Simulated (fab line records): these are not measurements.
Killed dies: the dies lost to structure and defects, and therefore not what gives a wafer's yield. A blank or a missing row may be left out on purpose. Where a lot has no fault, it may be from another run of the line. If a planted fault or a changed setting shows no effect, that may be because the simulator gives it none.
Matching of chambers + flow nand harc + NHARC_A_CONTACT_ETCH_90 on rie diel-01 has 4 sister chambers
The step etches the open film in CH3F/O2, target depth 40 nm, time 85.7 s. 4 wafers are shown with their chamber, then 11 later ones without.

== WAFERS PAIRED WITH THEIR CHAMBERS ==
| wafer  | chamber | showerhead plenum p Torr (Torr) |
|--------|---------|---------------------------------|
| L086.5 | 2       | 2.40                            |
| L087.5 | 0       | 2.60                            |
| L085.4 | 3       | 2.58                            |
| L089.1 | 1       | 2.45                            |

== WAFERS WITHOUT THEIR CHAMBER ==
| wafer  | showerhead plenum p Torr (Torr) |
|--------|---------------------------------|
| L089.4 | 2.58                            |
| L089.5 | 2.58                            |
| L092.1 | 2.60                            |
| L092.2 | 2.58                            |
| L092.5 | 2.45                            |
| L094.1 | 2.44                            |
| L094.2 | 2.59                            |
| L094.5 | 2.59                            |
| L095.2 | 2.44                            |
| L095.4 | 2.39                            |
| L095.5 | 2.39                            |

== WHICH CHAMBER EACH WENT THROUGH ==
| wafer  | from the rows above     | in truth |
|--------|-------------------------|----------|
| L089.4 | 3                       | 3        |
| L089.5 | 3                       | 3        |
| L092.1 | 0                       | 0        |
| L092.2 | 3                       | 3        |
| L092.5 | 1                       | 1        |
| L094.1 | 1                       | 1        |
| L094.2 | can't be placed: 3 or 0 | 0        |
| L094.5 | can't be placed: 3 or 0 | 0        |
| L095.2 | 1                       | 1        |
| L095.4 | 2                       | 2        |
| L095.5 | 2                       | 2        |
9 of 11 placed correctly. These rows do not allow placing 2 (true chamber among the candidates in 2). Number placed wrongly: 0.
How it was worked out, from the rows above alone: a wafer's distance from a chamber is the root of the sum, over the readings, of the square of ((its reading less the chamber's mean) divided by the reading's scatter). The wafer belongs to the nearest chamber; if the next one is less than 2 further off, it can't be placed. The mean given for a chamber averages the wafers shown for that chamber. The scatter: root of mean squared gap, hidden wafer to nearest shown wafer, with one shown wafer a chamber.
